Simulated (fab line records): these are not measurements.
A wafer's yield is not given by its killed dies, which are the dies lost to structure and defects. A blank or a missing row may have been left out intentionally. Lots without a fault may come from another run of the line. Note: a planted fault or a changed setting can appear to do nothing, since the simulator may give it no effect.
Which of the tools did it? + flow nand-harc + 24 lots with 72 wafers sampled at 2 steps, on a route of 1159 steps

WHAT EACH GAUGE READ, for each wafer
NHARC_P_BONDPAD_OVL_MEAS_38. Usual: overlay-x-nm 1 nm, standard deviation 5.9; overlay-y-nm 0 nm, standard deviation 6.9.
| lot  | measured     | on         | overlay-x-nm (nm) | overlay-y-nm (nm) | flag |
|------|--------------|------------|-------------------|-------------------|------|
| L074 | day 5 23:02  | overlay-02 | -8 -8 -7          | -4 -4 -5          |      |
| L075 | day 6 20:53  | overlay-02 | -3 -3 -3          | 8 7 7             |      |
| L076 | day 6 22:09  | overlay-01 | -8 -7 -7          | -4 -4 -3          |      |
| L077 | day 7 00:34  | overlay-02 | 0 0 0             | -11 -10 -10       |      |
| L078 | day 7 06:24  | overlay-01 | 3 3 3             | 8 7 8             |      |
| L079 | day 7 13:31  | overlay-01 | -4 -4 -3          | 3 3 2             |      |
| L080 | day 8 03:35  | overlay-02 | 1 1 2             | 0 0 0             |      |
| L082 | day 8 04:42  | overlay-01 | -1 -2 -2          | 7 7 7             |      |
| L081 | day 8 06:31  | overlay-01 | 17 16 17          | -2 -1 -2          |      |
| L084 | day 8 13:37  | overlay-01 | 1 1 1             | -2 -2 -3          |      |
| L083 | day 8 14:38  | overlay-02 | 5 4 4             | -4 -5 -4          |      |
| L085 | day 9 16:12  | overlay-01 | 2 2 2             | 12 12 12          |      |
| L088 | day 9 17:19  | overlay-02 | 4 4 4             | 4 4 5             |      |
| L086 | day 9 17:57  | overlay-02 | 4 5 5             | -1 -1 -1          |      |
| L087 | day 10 06:41 | overlay-01 | -2 -2 -1          | 5 5 5             |      |
| L090 | day 10 15:22 | overlay-01 | -5 -5 -5          | 10 10 10          |      |
| L089 | day 10 17:16 | overlay-01 | 10 10 10          | 8 8 8             |      |
| L091 | day 10 19:30 | overlay-01 | 11 11 12          | -9 -8 -8          |      |
| L092 | day 10 20:26 | overlay-01 | -5 -5 -5          | 3 3 4             |      |
| L094 | day 11 05:56 | overlay-01 | -1 -1 -1          | -12 -11 -11       |      |
| L093 | day 11 10:36 | overlay-02 | 3 3 3             | -14 -14 -14       |      |
| L095 | day 11 15:30 | overlay-01 | 5 4 5             | -4 -5 -4          |      |
| L096 | day 11 17:38 | overlay-02 | 5 5 5             | -5 -4 -5          |      |
| L097 | day 12 11:11 | overlay-02 | -6 -6 -7          | -3 -4 -3          |      |

WHICH TOOL RAN EACH LOT (tool, then ch and the chambers of the sampled wafers, then the start)
| lot  | NHARC_P_M1_ANNEAL_31             |
|------|----------------------------------|
| L074 | rtp-anneal-02 ch 0, day 5 16:02  |
| L075 | rtp-anneal-01 ch 0, day 6 13:50  |
| L076 | rtp-anneal-01 ch 0, day 6 15:02  |
| L077 | rtp-anneal-01 ch 0, day 6 17:46  |
| L078 | rtp-anneal-02 ch 0, day 6 23:24  |
| L079 | rtp-anneal-01 ch 0, day 7 07:04  |
| L080 | rtp-anneal-02 ch 0, day 7 20:41  |
| L082 | rtp-anneal-02 ch 0, day 7 21:52  |
| L081 | rtp-anneal-02 ch 0, day 7 23:01  |
| L084 | rtp-anneal-02 ch 0, day 8 06:50  |
| L083 | rtp-anneal-01 ch 0, day 8 07:37  |
| L085 | rtp-anneal-01 ch 0, day 9 09:04  |
| L088 | rtp-anneal-01 ch 0, day 9 10:10  |
| L086 | rtp-anneal-01 ch 0, day 9 10:28  |
| L087 | rtp-anneal-02 ch 0, day 9 23:46  |
| L090 | rtp-anneal-02 ch 0, day 10 07:05 |
| L089 | rtp-anneal-02 ch 0, day 10 10:24 |
| L091 | rtp-anneal-01 ch 0, day 10 11:20 |
| L092 | rtp-anneal-01 ch 0, day 10 13:02 |
| L094 | rtp-anneal-02 ch 0, day 10 23:03 |
| L093 | rtp-anneal-02 ch 0, day 11 03:46 |
| L095 | rtp-anneal-01 ch 0, day 11 08:44 |
| L096 | rtp-anneal-01 ch 0, day 11 10:53 |
| L097 | rtp-anneal-02 ch 0, day 12 03:55 |
- NHARC_P_M1_ANNEAL_31: time 90 s.

AS READ BY THE TOOLS THEMSELVES (means over the sampled wafers that have a number; for cases with no such wafer, the mark the record gives instead)
NHARC_P_M1_ANNEAL_31. Usual: wafer_temp_C_max at 226.3, with a standard deviation of 0.41.
| lot  | tool          | wafer_temp_C_max | flag |
|------|---------------|------------------|------|
| L074 | rtp-anneal-02 | 226.8            |      |
| L075 | rtp-anneal-01 | 225.9            |      |
| L076 | rtp-anneal-01 | 226.0            |      |
| L077 | rtp-anneal-01 | 226.1            |      |
| L078 | rtp-anneal-02 | 226.3            |      |
| L079 | rtp-anneal-01 | 226.0            |      |
| L080 | rtp-anneal-02 | 226.6            |      |
| L082 | rtp-anneal-02 | 226.6            |      |
| L081 | rtp-anneal-02 | 226.5            |      |
| L084 | rtp-anneal-02 | 226.7            |      |
| L083 | rtp-anneal-01 | 225.8            |      |
| L085 | rtp-anneal-01 | 225.9            |      |
| L088 | rtp-anneal-01 | 226.1            |      |
| L086 | rtp-anneal-01 | 226.1            |      |
| L087 | rtp-anneal-02 | 226.2            |      |
| L090 | rtp-anneal-02 | 227.0            |      |
| L089 | rtp-anneal-02 | 227.0            |      |
| L091 | rtp-anneal-01 | 226.0            |      |
| L092 | rtp-anneal-01 | 225.9            |      |
| L094 | rtp-anneal-02 | 226.6            |      |
| L093 | rtp-anneal-02 | 226.7            |      |
| L095 | rtp-anneal-01 | 226.1            |      |
| L096 | rtp-anneal-01 | 225.8            |      |
| L097 | rtp-anneal-02 | 226.6            |      |

THE ANSWER, worked out from the rows above alone
Rule: a lot is off if the mean of its wafers that have a number lies more than 3 standard deviations from the usual mean. Also off: a lot with no number at a reading for which 4 or more lots have one. The other lots that the step has rows for count as sound. First the gauges in route order, then the tools' own readings, where a lot's mean is used as printed above. At the first step where some lot is off, the reading lying furthest off is the one used; lots without a number count as furthest.
No lot is off at any reading shown: from this, nothing can be told.

WHAT THE SIMULATOR HAD INSERTED
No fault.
